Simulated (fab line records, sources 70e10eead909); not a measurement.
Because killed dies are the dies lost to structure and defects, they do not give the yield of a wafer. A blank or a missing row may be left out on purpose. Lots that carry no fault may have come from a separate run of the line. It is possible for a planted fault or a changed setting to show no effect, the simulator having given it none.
Chamber matching / flow nand_harc / 4 sister chambers for NHARC_P_ZERO_WELL_ETCH_63 on rie_si-03
The step etches the open film in HBr/Cl2, target depth 120 nm, time 40.1 s. 16 wafers are shown with their chamber, then 8 later ones without.

WAFERS PAIRED WITH THEIR CHAMBERS
wafer=L074.2; chamber=0; drypump_motor_current_A (A)=5.2; throttle_valve_pct (%)=26.406; oes_product_au (a.u.)=1.003
wafer=L074.3; chamber=2; drypump_motor_current_A (A)=4.7; throttle_valve_pct (%)=26.398; oes_product_au (a.u.)=1.013
wafer=L074.5; chamber=3; drypump_motor_current_A (A)=5.6; throttle_valve_pct (%)=26.416; oes_product_au (a.u.)=0.996
wafer=L075.1; chamber=0; drypump_motor_current_A (A)=5.2; throttle_valve_pct (%)=26.398; oes_product_au (a.u.)=1.008
wafer=L075.3; chamber=1; drypump_motor_current_A (A)=6.0; throttle_valve_pct (%)=26.409; oes_product_au (a.u.)=1.017
wafer=L075.4; chamber=2; drypump_motor_current_A (A)=4.7; throttle_valve_pct (%)=26.402; oes_product_au (a.u.)=1.026
wafer=L079.1; chamber=2; drypump_motor_current_A (A)=4.7; throttle_valve_pct (%)=26.383; oes_product_au (a.u.)=0.993
wafer=L079.3; chamber=0; drypump_motor_current_A (A)=5.1; throttle_valve_pct (%)=26.407; oes_product_au (a.u.)=1.001
wafer=L079.5; chamber=2; drypump_motor_current_A (A)=4.7; throttle_valve_pct (%)=26.388; oes_product_au (a.u.)=0.996
wafer=L081.1; chamber=0; drypump_motor_current_A (A)=5.2; throttle_valve_pct (%)=26.399; oes_product_au (a.u.)=1.011
wafer=L081.3; chamber=1; drypump_motor_current_A (A)=6.0; throttle_valve_pct (%)=26.413; oes_product_au (a.u.)=1.005
wafer=L081.6; chamber=1; drypump_motor_current_A (A)=6.0; throttle_valve_pct (%)=26.407; oes_product_au (a.u.)=1.007
wafer=L084.3; chamber=0; drypump_motor_current_A (A)=5.2; throttle_valve_pct (%)=26.399; oes_product_au (a.u.)=1.010
wafer=L084.4; chamber=2; drypump_motor_current_A (A)=4.7; throttle_valve_pct (%)=26.427; oes_product_au (a.u.)=0.994
wafer=L084.5; chamber=1; drypump_motor_current_A (A)=6.0; throttle_valve_pct (%)=26.394; oes_product_au (a.u.)=0.995
wafer=L085.3; chamber=3; drypump_motor_current_A (A)=5.6; throttle_valve_pct (%)=26.399; oes_product_au (a.u.)=1.010

SIGNATURES, as means of the wafers listed above
reading=drypump_motor_current_A; chamber 0=5.180; chamber 1=6.000; chamber 2=4.700; chamber 3=5.600; scatter within a chamber=0.0258
reading=throttle_valve_pct; chamber 0=26.40180; chamber 1=26.40575; chamber 2=26.39960; chamber 3=26.40750; scatter within a chamber=0.0115
reading=oes_product_au; chamber 0=1.00660; chamber 1=1.00600; chamber 2=1.00440; chamber 3=1.00300; scatter within a chamber=0.0103
Rule: for each reading, subtract the chamber's mean from the wafer's reading, divide by that reading's scatter and square the result; add these up over the readings and take the root, which gives the wafer's distance from the chamber. The wafer belongs to the nearest chamber; if the next one is less than 2 further off, it can't be placed. The scatter: take each reading less its chamber's mean, square it, sum over the shown wafers, divide by the number of wafers less the number of chambers, and take the root.

WAFERS MISSING THEIR CHAMBER
wafer=L085.4; drypump_motor_current_A (A)=4.7; throttle_valve_pct (%)=26.399; oes_product_au (a.u.)=0.997
wafer=L085.6; drypump_motor_current_A (A)=4.7; throttle_valve_pct (%)=26.426; oes_product_au (a.u.)=0.992
wafer=L095.1; drypump_motor_current_A (A)=5.2; throttle_valve_pct (%)=26.405; oes_product_au (a.u.)=1.007
wafer=L095.3; drypump_motor_current_A (A)=6.0; throttle_valve_pct (%)=26.409; oes_product_au (a.u.)=1.017
wafer=L095.5; drypump_motor_current_A (A)=4.7; throttle_valve_pct (%)=26.405; oes_product_au (a.u.)=1.018
wafer=L096.3; drypump_motor_current_A (A)=5.2; throttle_valve_pct (%)=26.416; oes_product_au (a.u.)=0.993
wafer=L096.5; drypump_motor_current_A (A)=5.6; throttle_valve_pct (%)=26.393; oes_product_au (a.u.)=1.004
wafer=L096.6; drypump_motor_current_A (A)=5.2; throttle_valve_pct (%)=26.411; oes_product_au (a.u.)=0.991

WHICH CHAMBER EACH ONE RAN IN
wafer=L085.4; from the rows above=2; in truth=2
wafer=L085.6; from the rows above=2; in truth=2
wafer=L095.1; from the rows above=0; in truth=0
wafer=L095.3; from the rows above=1; in truth=1
wafer=L095.5; from the rows above=2; in truth=2
wafer=L096.3; from the rows above=0; in truth=0
wafer=L096.5; from the rows above=3; in truth=3
wafer=L096.6; from the rows above=0; in truth=0
Correctly placed: 8 of 8. Number that these rows cannot place: 0. Number placed wrongly: 0.
